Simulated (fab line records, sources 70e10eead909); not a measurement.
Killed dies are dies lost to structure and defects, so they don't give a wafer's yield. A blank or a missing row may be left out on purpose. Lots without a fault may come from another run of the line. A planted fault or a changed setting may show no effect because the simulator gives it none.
Which tool did it? | flow nand_harc | 11 lots, 33 wafers sampled, at 6 steps of a route of 1302

WHAT THE GAUGES READ, wafer by wafer
NHARC_A_CHANNEL_HOLE_D2_INSPECT_40. Usual: raw_defect_count 280, standard deviation 68.
lot  | measured     | on                | raw_defect_count | flag
L252 | day 13 11:35 | defect_inspect-02 | 379 263 242      |
L251 | day 13 12:43 | defect_inspect-02 | 181 183 148      |
L253 | day 14 16:14 | defect_inspect-02 | 305 275 400      |
L254 | day 14 20:25 | defect_inspect-01 | 214 266 303      |
L255 | day 15 00:44 | defect_inspect-02 | 413 341 404      |
L258 | day 16 06:52 | defect_inspect-02 | 238 222 238      |
L265 | day 19 18:24 | defect_inspect-02 | 918 840 910      | OFF
L266 | day 19 22:31 | defect_inspect-02 | 784 767 781      | OFF
L272 | day 22 15:02 | defect_inspect-01 | 189 155 230      |
L274 | day 23 01:40 | defect_inspect-01 | 365 343 289      |
L273 | day 23 06:16 | defect_inspect-02 | 192 306 237      |

NHARC_END_SORT_01. Usual: killed_at_array 51, standard deviation 18; killed_at_other 1.0, standard deviation 1.2; killed_at_periphery 3.7, standard deviation 2.9; killed_dies 55, standard deviation 19; killed_open 3.5, standard deviation 1.9; killed_short 2.6, standard deviation 1.6.
lot  | measured     | on        | killed_at_array | killed_at_other | killed_at_periphery | killed_dies | killed_open | killed_short | flag
L265 | day 30 12:57 | prober-02 | 56 100 120      | 2 1 0           | 10 14 6             | 68 115 126  | 1 5 1       | 5 2 3        |
L266 | day 31 02:05 | prober-02 | 124 119 71      | 2 1 0           | 7 8 10              | 133 128 81  | 3 1 5       | 2 1 3        | OFF

WHICH TOOL RAN EACH LOT (tool, then ch and the chambers of the sampled wafers, then the start)
lot  | NHARC_A_CHANNEL_HOLE_D2_ETCH_19  | NHARC_A_CHANNEL_HOLE_D2_ETCH_27  | NHARC_A_CHANNEL_HOLE_D2_XSEM_32 | NHARC_A_CHANNEL_FILL_D2_ALD_03
L252 | har_etch-02 ch 0,1, day 13 05:54 | har_etch-02 ch 0,1, day 13 09:55 | xsem-02 ch 0, day 13 11:29      | ald_sin_batch-03 ch 0, no start
L251 | har_etch-01 ch 0,1, day 13 07:02 | har_etch-01 ch 0,1, day 13 11:01 | xsem-01 ch 0, day 13 12:37      | ald_sin_batch-03 ch 0, no start
L253 | har_etch-01 ch 0,1, day 14 10:34 | har_etch-01 ch 0,1, day 14 14:34 | xsem-01 ch 0, day 14 16:08      | ald_sin_batch-01 ch 0, no start
L254 | har_etch-01 ch 0,1, day 14 14:41 | har_etch-01 ch 0,1, day 14 18:41 | xsem-01 ch 0, day 14 20:19      | ald_sin_batch-01 ch 0, day 15 01:20
L255 | har_etch-01 ch 0, day 14 18:52   | har_etch-01 ch 0, day 14 22:51   | xsem-02 ch 0, day 15 00:38      | ald_sin_batch-02 ch 0, no start
L258 | har_etch-01 ch 0,1, day 16 01:09 | har_etch-01 ch 0,1, day 16 05:10 | xsem-02 ch 0, day 16 06:47      | ald_sin_batch-01 ch 0, no start
L265 | har_etch-01 ch 0,1, day 19 12:43 | har_etch-01 ch 0,1, day 19 16:40 | xsem-02 ch 0, day 19 18:18      | ald_sin_batch-03 ch 0, day 30 12:57 or earlier
L266 | har_etch-01 ch 0,1, day 19 16:54 | har_etch-01 ch 0,1, day 19 20:53 | xsem-01 ch 0, day 19 22:26      | ald_sin_batch-01 ch 0, day 31 02:05 or earlier
L272 | har_etch-02 ch 0,1, day 22 09:22 | har_etch-02 ch 0,1, day 22 13:20 | xsem-01 ch 0, day 22 14:56      | ald_sin_batch-03 ch 0, no start
L274 | har_etch-01 ch 0,1, day 22 19:59 | har_etch-01 ch 0,1, day 22 23:59 | xsem-02 ch 0, day 23 01:34      | ald_sin_batch-02 ch 0, no start
L273 | har_etch-02 ch 0,1, day 23 00:35 | har_etch-02 ch 0,1, day 23 04:36 | xsem-01 ch 0, day 23 06:11      | ald_sin_batch-01 ch 0, no start
- NHARC_A_CHANNEL_HOLE_D2_ETCH_19: etches the open film in C4F8/O2/Ar, time 34.5 s.
- NHARC_A_CHANNEL_HOLE_D2_ETCH_27: etches the open film in C4F8/O2/Ar, time 90 s, target depth 400 nm.
- NHARC_A_CHANNEL_HOLE_D2_XSEM_32
- NHARC_A_CHANNEL_FILL_D2_ALD_03: deposits SiNx, target thk 6 nm, pulse time 60 s, ald cycles 58.

WHAT THE TOOLS THEMSELVES READ (means of the sampled wafers that have a number; where no wafer has one, the mark that the record gives instead)
NHARC_A_CHANNEL_HOLE_D2_ETCH_19. Usual: chamber_pressure_mTorr 14.999 mTorr, standard deviation 0.014; drypump_motor_current_A 6.02 A, standard deviation 0.13; showerhead_plenum_p_Torr 3.72 Torr, standard deviation 0.031; throttle_valve_pct 37.038 %, standard deviation 0.009.
lot  | tool        | chamber_pressure_mTorr (mTorr) | drypump_motor_current_A (A) | showerhead_plenum_p_Torr (Torr) | throttle_valve_pct (%) | flag
L252 | har_etch-02 | 14.997                         | 6.12                        | 3.78                            | 37.038                 |
L251 | har_etch-01 | 15.010                         | 5.98                        | 3.74                            | 37.044                 |
L253 | har_etch-01 | 14.999                         | 6.00                        | 3.73                            | 37.036                 |
L254 | har_etch-01 | 15.004                         | 5.92                        | 3.73                            | 37.043                 |
L255 | har_etch-01 | 15.004                         | 6.08                        | 3.73                            | 37.041                 |
L258 | har_etch-01 | 14.983                         | 6.00                        | 3.72                            | 37.041                 |
L265 | har_etch-01 | 15.005                         | 5.94                        | 3.69                            | 37.038                 |
L266 | har_etch-01 | 14.999                         | 5.91                        | 3.69                            | 37.034                 |
L272 | har_etch-02 | 14.995                         | 6.12                        | 3.71                            | 37.044                 |
L274 | har_etch-01 | 14.999                         | 5.92                        | 3.66                            | 37.024                 |
L273 | har_etch-02 | 14.999                         | 6.12                        | 3.71                            | 37.029                 |

NHARC_A_CHANNEL_HOLE_D2_ETCH_27. Usual: chamber_pressure_mTorr 25.001 mTorr, standard deviation 0.022; drypump_motor_current_A 6.02 A, standard deviation 0.13; showerhead_plenum_p_Torr 3.71 Torr, standard deviation 0.031; throttle_valve_pct 27.620 %, standard deviation 0.0084.
lot  | tool        | chamber_pressure_mTorr (mTorr) | drypump_motor_current_A (A) | showerhead_plenum_p_Torr (Torr) | throttle_valve_pct (%) | flag
L252 | har_etch-02 | 25.010                         | 6.12                        | 3.77                            | 27.623                 |
L251 | har_etch-01 | 24.997                         | 6.00                        | 3.74                            | 27.617                 |
L253 | har_etch-01 | 24.994                         | 6.00                        | 3.73                            | 27.616                 |
L254 | har_etch-01 | 25.009                         | 5.92                        | 3.73                            | 27.621                 |
L255 | har_etch-01 | 25.008                         | 6.08                        | 3.72                            | 27.611                 |
L258 | har_etch-01 | 25.004                         | 6.00                        | 3.71                            | 27.621                 |
L265 | har_etch-01 | 24.994                         | 5.93                        | 3.69                            | 27.617                 |
L266 | har_etch-01 | 24.990                         | 5.91                        | 3.68                            | 27.620                 |
L272 | har_etch-02 | 25.030                         | 6.12                        | 3.71                            | 27.619                 |
L274 | har_etch-01 | 24.999                         | 5.92                        | 3.66                            | 27.627                 |
L273 | har_etch-02 | 25.000                         | 6.13                        | 3.70                            | 27.618                 |

NHARC_A_CHANNEL_HOLE_D2_XSEM_32. Usual: bot_cd_nm 75.1 nm, standard deviation 1.3; bow_nm 8.61 nm, standard deviation 0.23; tilt_deg 0.09 degrees, standard deviation 0.035.
lot  | tool    | bot_cd_nm (nm) | bow_nm (nm) | tilt_deg (degrees) | flag
L252 | xsem-02 | 75.1           | 8.99        | 0.11               |
L251 | xsem-01 | 74.5           | 8.54        | 0.16               |
L253 | xsem-01 | 73.7           | 8.91        | 0.08               |
L254 | xsem-01 | 76.1           | 8.60        | 0.10               |
L255 | xsem-02 | 75.6           | 8.56        | 0.07               |
L258 | xsem-02 | 75.9           | 8.88        | 0.05               |
L265 | xsem-02 | 74.3           | 8.78        | 0.13               |
L266 | xsem-01 | 75.0           | 8.33        | 0.13               |
L272 | xsem-01 | 73.7           | 8.82        | 0.11               |
L274 | xsem-02 | 76.4           | 8.57        | 0.10               |
L273 | xsem-01 | 75.9           | 8.89        | 0.02               |

NHARC_A_CHANNEL_FILL_D2_ALD_03. Usual: precursor_pulse_height_rel 1.001, standard deviation 0.019.
lot  | tool             | precursor_pulse_height_rel | flag
L252 | ald_sin_batch-03 | 0.995                      |
L251 | ald_sin_batch-03 | 0.990                      |
L253 | ald_sin_batch-01 | 0.996                      |
L254 | ald_sin_batch-01 | 1.003                      |
L255 | ald_sin_batch-02 | 0.986                      |
L258 | ald_sin_batch-01 | 1.003                      |
L265 | ald_sin_batch-03 | 0.998                      |
L266 | ald_sin_batch-01 | 1.015                      |
L272 | ald_sin_batch-03 | 1.012                      |
L274 | ald_sin_batch-02 | 0.976                      |
L273 | ald_sin_batch-01 | 0.982                      |

THE ANSWER, worked out from the rows above alone
Rule: a lot is off if the mean of its wafers that have a number lies more than 3 standard deviations from the usual mean. A lot without any number at a reading at which 4 lots or more have one is off too. The other lots that the step has rows for count as sound. The gauges are gone through in route order, then the tools' own readings, and for those a lot's mean is taken as printed above. The first step at which some lot is off is used, and at that step the reading that is off furthest; a lot without a number counts as furthest.
Off: L265, L266, at NHARC_A_CHANNEL_HOLE_D2_INSPECT_40 (raw_defect_count).
A tool fits if, at a process step before that reading, it ran every lot that is off, and no sound lot after the first of them. The gauges at NHARC_A_CHANNEL_HOLE_D2_INSPECT_40 are tried like those tools. None of those tried fits.

WHAT THE SIMULATOR HAD PUT IN
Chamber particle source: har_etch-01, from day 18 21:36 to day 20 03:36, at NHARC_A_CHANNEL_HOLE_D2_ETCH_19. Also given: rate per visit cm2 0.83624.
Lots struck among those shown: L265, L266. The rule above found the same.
